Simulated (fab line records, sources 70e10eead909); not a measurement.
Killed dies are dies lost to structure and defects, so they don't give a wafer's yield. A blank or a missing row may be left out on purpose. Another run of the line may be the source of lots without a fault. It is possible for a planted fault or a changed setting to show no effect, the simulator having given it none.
A single fault, viewed from 2 desks | flow nand-harc | every desk sees just its own numbers, and what lay behind them comes last

## AT THE METROLOGY DESK
What the gauges read for every lot (on any tool): the sampled wafers with a number, averaged. The brackets show how far a lot's mean lies from the usual mean; more than 4 standard deviations puts the lot out of limits, marked OUT.
Columns: A = overlay-x-nm at NHARC_A_SGD_CUT_OVL_MEAS_10, usual -0.3 nm; B = overlay-y-nm at NHARC_A_SGD_CUT_OVL_MEAS_10, usual -0.1 nm
lot  | first seen here | A    | B
L213 | day 14 07:30    | -1.6 | -1.3
L209 | day 14 07:44    | 0.4  | 1.3
L212 | day 14 08:34    | 0.2  | 0.6
L210 | day 14 14:17    | 0.8  | -1.0
L214 | day 14 15:31    | -0.4 | -0.6
L215 | day 15 01:21    | 0.1  | -1.0
L216 | day 15 14:32    | 0.5  | -0.2
L218 | day 16 02:25    | -1.1 | 1.2
L219 | day 17 04:32    | 0.1  | 0.1
L225 | day 17 19:29    | -2.4 | 0.3
L223 | day 17 22:37    | 0.5  | 0.4
L227 | day 18 08:19    | -0.4 | -1.0
L231 | day 19 08:23    | -0.7 | 0.2
Result from this desk: across the 13 lots, nothing is out of limits.

## DESK OF THE TOOL OWNER: rie-diel-06
The tool's own readings at NHARC_A_SGD_CUT_ETCH_16 (etches the open film in C4F8/O2/Ar, target depth 310.5 nm, time 155.2 s): means of the sampled wafers that have a number, for each lot that ran on this tool. The brackets show how far a lot's mean lies from the usual mean; more than 4 standard deviations puts the lot out of limits, marked OUT.
Columns: A = bias-w at NHARC_A_SGD_CUT_ETCH_16, usual 799.6 W; B = chamber-pressure-mTorr at NHARC_A_SGD_CUT_ETCH_16, usual 25.001 mTorr; C = oes-product-au at NHARC_A_SGD_CUT_ETCH_16, usual 0.974 a.u.; D = rf-vpp-V at NHARC_A_SGD_CUT_ETCH_16, usual 722 V
lot  | first seen here | A     | B      | C     | D
L210 | day 14 14:59    | 799.4 | 25.012 | 0.983 | 723
L215 | day 15 02:02    | 801.0 | 25.000 | 0.987 | 720
L218 | day 16 03:06    | 800.6 | 24.985 | 0.992 | 725
L227 | day 18 08:59    | 800.4 | 25.008 | 1.008 | 727
Result from this desk: across the 4 lots, nothing is out of limits.

## TAKEN TOGETHER
From the metrology desk's view, nothing was out of limits.
Nothing out of limits was seen by the tool owner's desk.

## WHAT THE SIMULATOR HAD INSERTED
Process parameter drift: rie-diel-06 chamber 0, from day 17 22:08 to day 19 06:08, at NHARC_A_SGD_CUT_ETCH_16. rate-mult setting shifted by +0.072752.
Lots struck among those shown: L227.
